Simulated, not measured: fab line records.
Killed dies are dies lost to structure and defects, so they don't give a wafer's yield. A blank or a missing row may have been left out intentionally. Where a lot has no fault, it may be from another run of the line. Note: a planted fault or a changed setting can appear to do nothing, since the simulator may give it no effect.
Which tool did it? + flow nandHarc + 12 lots, 36 wafers sampled, at 3 steps of a route of 1159

## WHAT EACH GAUGE READ, for each wafer
NHARC_A_BLC_INSPECT_28.
| lot  | measured     | on               | rawDefectCount |
|------|--------------|------------------|----------------|
| L075 | day 18 01:25 | defectInspect-01 | 279 335 327    |
| L080 | day 18 05:53 | defectInspect-02 | 448 349 336    |
| L079 | day 18 17:06 | defectInspect-02 | 426 382 639    |
| L081 | day 19 06:28 | defectInspect-02 | 643 700 531    |
| L083 | day 19 18:24 | defectInspect-02 | 592 563 558    |
| L084 | day 20 15:47 | defectInspect-01 | 534 625 431    |
| L087 | day 20 21:18 | defectInspect-01 | 366 580 438    |
| L089 | day 21 14:41 | defectInspect-01 | 470 394 621    |
| L094 | day 22 00:04 | defectInspect-02 | 383 359 323    |
| L092 | day 22 07:01 | defectInspect-02 | 430 389 343    |
| L095 | day 22 16:02 | defectInspect-01 | 337 241 547    |
| L097 | day 23 04:01 | defectInspect-01 | 599 359 383    |

## WHICH TOOL RAN EACH LOT (tool, then ch and the chambers of the sampled wafers, then the start)
| lot  | NHARC_A_CONTACT_ETCH_30                      | NHARC_A_CONTACT_ETCH_139           |
|------|----------------------------------------------|------------------------------------|
| L075 | rieDiel-06 ch 0,3, day 17 09:08              | harCapEtch-01 ch 0,1, day 17 10:27 |
| L080 | rieDiel-07 ch 0,2, day 17 22:07 or earlier   | harCapEtch-03 ch 0,1, day 17 22:07 |
| L079 | rieDiel-07 ch 1,2,3, day 18 09:51 or earlier | harCapEtch-03 ch 0,1, day 18 09:51 |
| L081 | rieDiel-07 ch 1,2,3, day 18 18:51 or earlier | harCapEtch-02 ch 1, day 18 18:51   |
| L083 | rieDiel-03 ch 1,2,3, day 19 09:21 or earlier | harCapEtch-01 ch 0,1, day 19 09:21 |
| L084 | rieDiel-06 ch 2,3, day 19 19:40 or earlier   | harCapEtch-01 ch 0,1, day 19 19:40 |
| L087 | rieDiel-07 ch 0,1,2, day 20 00:00 or earlier | harCapEtch-01 ch 1, day 20 00:00   |
| L089 | rieDiel-07 ch 0,1,2, day 21 01:26 or earlier | harCapEtch-01 ch 0,1, day 21 01:26 |
| L094 | rieDiel-07 ch 2,3, day 21 08:59 or earlier   | harCapEtch-01 ch 0,1, day 21 08:59 |
| L092 | rieDiel-06 ch 0,1, day 21 17:17 or earlier   | harCapEtch-01 ch 1, day 21 17:17   |
| L095 | rieDiel-07 ch 0,1,3, day 22 07:50 or earlier | harCapEtch-03 ch 0,1, day 22 07:50 |
| L097 | rieDiel-07 ch 0,1, day 22 20:16 or earlier   | harCapEtch-03 ch 0,1, day 22 20:16 |
- NHARC_A_CONTACT_ETCH_30: etches the open film in CF4/CHF3, target depth 60.5 nm, time 30.2 s.
- NHARC_A_CONTACT_ETCH_139: etches the open film in C4F8/O2/Ar, time 137 s, target depth 590 nm.

## THE ANSWER, worked out from the rows above alone
Rule: what is usual is taken from the lots themselves. Put in order of their means at a reading, lots are off if they are a third of the lots or fewer, leave a main group of 4 or more, and stand apart from it by a gap of 3 or more times the standard deviation of the main group's means; of several such gaps the widest counts. Not used: any main group whose means are identical at the precision the tables above print for the reading. Also off: a lot with no number at a reading for which 4 or more lots have one. Any other lot the step has rows for is counted as sound.
Nothing can be told from this: no lot is off at any reading shown.

## WHAT THE SIMULATOR HAD PUT IN
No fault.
